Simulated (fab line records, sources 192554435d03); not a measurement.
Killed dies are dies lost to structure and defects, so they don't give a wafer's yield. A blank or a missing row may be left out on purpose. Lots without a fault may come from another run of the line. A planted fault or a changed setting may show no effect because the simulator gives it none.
Chamber matching | flow n5_finfet | N5_SDB_STRIP_21 on rie_diel-05: 4 sister chambers
The step strips in CF4. 4 wafers are shown with their chamber, then 10 later ones without.

WAFERS WITH THEIR CHAMBER
wafer  | chamber | showerhead_plenum_p_Torr (Torr)
L088.3 | 2       | 1.82
L091.4 | 1       | 1.69
L092.2 | 0       | 1.69
L092.5 | 3       | 1.81

WAFERS WITHOUT THEIR CHAMBER
wafer  | showerhead_plenum_p_Torr (Torr)
L092.6 | 1.82
L093.2 | 1.69
L093.4 | 1.82
L093.5 | 1.81
L094.1 | 1.69
L094.4 | 1.82
L094.6 | 1.81
L095.1 | 1.69
L095.3 | 1.90
L095.4 | 1.81

WHICH CHAMBER EACH WENT THROUGH
wafer  | from the rows above     | in truth
L092.6 | can't be placed: 2 or 3 | 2
L093.2 | can't be placed: 0 or 1 | 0
L093.4 | can't be placed: 2 or 3 | 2
L093.5 | can't be placed: 3 or 2 | 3
L094.1 | can't be placed: 0 or 1 | 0
L094.4 | can't be placed: 2 or 3 | 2
L094.6 | can't be placed: 3 or 2 | 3
L095.1 | can't be placed: 0 or 1 | 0
L095.3 | can't be placed: 2 or 3 | 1
L095.4 | can't be placed: 3 or 2 | 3
Placed correctly: 0 of 10. Can't be placed from these rows: 10 (the true chamber is among the candidates in 9). Placed wrongly: 0.
How it was worked out, from the rows above alone: a wafer's distance from a chamber is the root of the sum, over the readings, of the square of ((its reading less the chamber's mean) divided by the reading's scatter). The wafer belongs to the nearest chamber; if the next one is less than 2 further off, it can't be placed. A chamber's mean is the mean of its shown wafers. The scatter: with one shown wafer a chamber, the root of the mean of the squares of how far each hidden wafer lies from its nearest shown one.
